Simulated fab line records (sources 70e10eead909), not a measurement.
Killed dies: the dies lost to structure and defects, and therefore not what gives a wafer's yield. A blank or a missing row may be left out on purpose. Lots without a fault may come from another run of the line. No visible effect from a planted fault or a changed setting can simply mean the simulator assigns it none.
Chamber matching	flow nand-harc	4 sister chambers for NHARC_A_STAIRCASE_ETCH_444 on rie-diel-11
The step etches the open film in C4F8/O2, target depth 20400 nm, time 6800 s. 22 wafers are shown with their chamber, then 11 later ones without.

== WAFERS, EACH WITH ITS CHAMBER ==
wafer	chamber	rf-vpp-V (V)	rf-fwd-power-W (W)	oes-product-au (a.u.)
L077.2	0	811	599.3	0.967
L077.5	2	811	598.8	0.994
L077.6	3	807	601.6	0.979
L078.1	1	810	597.6	0.973
L078.4	0	811	599.1	0.952
L078.6	2	810	598.7	0.951
L080.1	1	812	600.0	0.917
L080.2	3	804	601.3	0.921
L080.3	2	809	601.0	0.926
L081.3	1	812	597.7	0.926
L081.1	0	808	597.0	0.928
L081.6	2	810	597.9	0.928
L083.2	0	810	599.3	0.935
L083.4	3	805	601.2	0.924
L083.5	1	811	600.0	0.924
L085.2	0	809	601.2	0.923
L085.3	3	805	599.1	0.918
L085.4	2	810	599.5	0.935
L089.1	2	810	599.5	0.935
L089.2	0	810	597.7	0.923
L089.5	0	810	599.7	0.923
L088.1	3	806	601.6	0.919

SIGNATURES (averages over the wafers above)
reading	chamber 0	chamber 1	chamber 2	chamber 3	scatter within a chamber
rf-vpp-V	809.86	811.25	810.00	805.40	0.966
rf-fwd-power-W	599.043	598.825	599.233	600.960	1.22
oes-product-au	0.93586	0.93500	0.94483	0.93220	0.0233
Rule: distance of a wafer from a chamber = root of the sum over the readings of ((wafer's reading minus chamber's mean) / reading's scatter) squared. The wafer belongs to the nearest chamber; if the next one is less than 2 further off, it can't be placed. The scatter: take each reading less its chamber's mean, square it, sum over the shown wafers, divide by the number of wafers less the number of chambers, and take the root.

== WAFERS WHOSE CHAMBER IS MISSING ==
wafer	rf-vpp-V (V)	rf-fwd-power-W (W)	oes-product-au (a.u.)
L088.2	810	599.5	0.929
L088.3	811	603.5	0.928
L091.1	810	598.6	0.937
L091.3	808	603.9	0.934
L091.5	811	600.0	0.932
L094.3	809	599.3	0.961
L094.4	810	596.9	0.947
L094.6	809	598.1	0.961
L096.2	808	598.3	0.937
L096.3	810	597.2	0.928
L096.6	809	599.4	0.941

== THE CHAMBER EACH PASSED THROUGH ==
wafer	from the rows above	in truth
L088.2	can't be placed: 0 or 2 or 1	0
L088.3	can't be placed: 2 or 1 or 0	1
L091.1	can't be placed: 0 or 2 or 1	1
L091.3	can't be placed: 3 or 2 or 0 or 1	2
L091.5	can't be placed: 1 or 2 or 0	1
L094.3	can't be placed: 2 or 0 or 1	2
L094.4	can't be placed: 0 or 2 or 1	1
L094.6	can't be placed: 2 or 0 or 1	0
L096.2	can't be placed: 0 or 2 or 1 or 3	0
L096.3	can't be placed: 0 or 2 or 1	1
L096.6	can't be placed: 0 or 2 or 1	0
Correctly placed: 0 of 11. Not placeable from these rows: 11 (in 11, the candidates include the true chamber). 0 placed wrongly.
